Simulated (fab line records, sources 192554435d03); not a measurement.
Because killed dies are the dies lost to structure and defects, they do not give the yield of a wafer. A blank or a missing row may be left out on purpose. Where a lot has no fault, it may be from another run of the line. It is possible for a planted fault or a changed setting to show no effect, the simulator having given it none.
Split-lot trial + flow n5_finfet + 7 lots, 21 wafers read, on a route of 1938 steps

## THE SPLIT
At N5_BEOL_M3_TRENCH_ETCH_37 (etches SiOC in C4F6/O2, target depth 55.555 nm, time 29.2 s), the setting time_s was moved away from the recipe's 29.2 s on 8 of the 21 wafers read, by -21.2% to +20.3%. The other wafers ran this setting at the recipe's value.

## FROM THE SPLIT TO THE READING: what the file shows between them, 2 steps
- N5_BEOL_M3_ETCH_41: etches SiCN in CH3F/O2, target depth 29.9 nm, time 52.5 s
- N5_BEOL_M3_STRIP_97: strips in N2/H2, time 10 s

## THE READING
trench_depth_nm, in nm, at N5_BEOL_M3_OCD_MEAS_38. Fault-free wafers of this fab line usually give 55.6 nm, standard deviation 0.92 nm.

| wafer  | tool, chamber at the split | time_s as run, s | against the recipe | trench_depth_nm, nm | against lot-mates on the recipe |
|--------|----------------------------|------------------|--------------------|---------------------|---------------------------------|
| L078.2 | rie_diel-03, 2             | 23.34            | -20.1%             | 43.6                | -11.0                           |
| L078.3 | rie_diel-03, 3             | 29.2             | recipe             | 54.6                | -                               |
| L078.4 | rie_diel-03, 3             | 23.34            | -20.1%             | 44.1                | -10.5                           |
| L082.1 | rie_diel-06, 1             | 29.2             | recipe             | 57.2                | -                               |
| L082.4 | rie_diel-06, 3             | 29.2             | recipe             | 54.9                | -                               |
| L082.5 | rie_diel-06, 2             | 29.2             | recipe             | 55.2                | -                               |
| L085.3 | rie_diel-01, 2             | 35.14            | +20.3%             | 65.8                | +10.7                           |
| L085.5 | rie_diel-01, 2             | 35.14            | +20.3%             | 66.7                | +11.6                           |
| L085.6 | rie_diel-01, 1             | 29.2             | recipe             | 55.1                | -                               |
| L086.1 | rie_diel-03, 3             | 26.32            | -9.9%              | 49.4                | -5.8                            |
| L086.3 | rie_diel-03, 2             | 29.2             | recipe             | 55.2                | -                               |
| L086.4 | rie_diel-03, 0             | 26.32            | -9.9%              | 49.2                | -6.0                            |
| L094.2 | rie_diel-03, 2             | 29.2             | recipe             | 54.5                | -                               |
| L094.4 | rie_diel-03, 2             | 29.2             | recipe             | 54.4                | -                               |
| L094.5 | rie_diel-03, 0             | 29.2             | recipe             | 53.9                | -                               |
| L095.1 | rie_diel-03, 2             | 23.02            | -21.2%             | 43.3                | -12.4                           |
| L095.3 | rie_diel-03, 3             | 23.02            | -21.2%             | 44.3                | -11.4                           |
| L095.6 | rie_diel-03, 3             | 29.2             | recipe             | 55.7                | -                               |
| L096.3 | rie_diel-06, 0             | 29.2             | recipe             | 56.8                | -                               |
| L096.5 | rie_diel-06, 3             | 29.2             | recipe             | 55.6                | -                               |
| L096.6 | rie_diel-06, 2             | 29.2             | recipe             | 54.9                | -                               |

THE FIT
A straight line over all 21 wafers: trench_depth_nm changes by +0.551 nm for each +1% of time_s; r = +0.99; the points scatter about the line by 0.8 nm.
The same after taking each lot's own level away (the mean of its wafers on the recipe; 21 wafers): +0.552 nm for each +1%; r = +1.00; scatter 0.6 nm.
That fit puts the effect of the largest move of time_s on the reading at 12 nm.
Across the lots, their own levels run from 54.27 to 55.77 nm, a range of 1.6 times the standard deviation given above.
Consequently the slope shifts little with the lot-to-lot level, the two slopes agreeing.
Check: for one of the wafers moved furthest among these (-21.2%), held out of the fit, the line's prediction against its lot-mates is -11.6 nm. Against them it came out at -12.4 nm.

## ADDITIONAL SPLITS CARRIED BY THESE WAFERS
Before the reading, these wafers also passed through other splits. Each is held against what the fit with the lots' levels taken away leaves over:
| other split on the same wafers   | wafers away from the commonest value | r with trench_depth_nm (lot level and that fit taken away) |
|----------------------------------|--------------------------------------|------------------------------------------------------------|
| N5_BEOL_M1_ETCH_64 bias_w        | 3                                    | -0.03                                                      |
| N5_BEOL_M2_COAT_76 spin_rpm      | 4                                    | +0.30                                                      |
| N5_BEOL_M2_ETCH_69 bias_w        | 6                                    | +0.21                                                      |
| N5_BEOL_M2_TRENCH_ETCH_37 time_s | 9                                    | +0.16                                                      |
| N5_BEOL_M2_ALD_84 ald_cycles     | 8                                    | -0.01                                                      |
| N5_BEOL_M3_ETCH_70 time_s        | 6                                    | -0.22                                                      |

## THE WHOLE CHAIN: every reading that the file lists as answering this split, in the file's order
| step                      | what it does                                                | reading                                                                          | change (the file's fit)                | r (the file's) |
|---------------------------|-------------------------------------------------------------|----------------------------------------------------------------------------------|----------------------------------------|----------------|
| N5_BEOL_M3_TRENCH_ETCH_37 | etches SiOC in C4F6/O2, target depth 55.555 nm, time 29.2 s | etch.depth_nm (the simulator's own value, which no gauge read)                   | +0.563 nm for each +1% of the setting  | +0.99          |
| N5_BEOL_M3_TRENCH_ETCH_37 | etches SiOC in C4F6/O2, target depth 55.555 nm, time 29.2 s | BEOL_M3.feature_depth_nm (the simulator's own value, which no gauge read)        | +0.569 nm for each +1% of the setting  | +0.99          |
| N5_BEOL_M3_TRENCH_ETCH_37 | etches SiOC in C4F6/O2, target depth 55.555 nm, time 29.2 s | TiN_of_BEOL_M3_HM_DEP_02.thk_nm (the simulator's own value, which no gauge read) | -0.0248 nm for each +1% of the setting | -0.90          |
| N5_BEOL_M3_OCD_MEAS_38    |                                                             | trench_depth_nm                                                                  | +0.553 nm for each +1% of the setting  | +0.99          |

## FILE'S OWN FIT
trench_depth_nm changes by +0.553 nm for each +1% of time_s, r = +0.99.
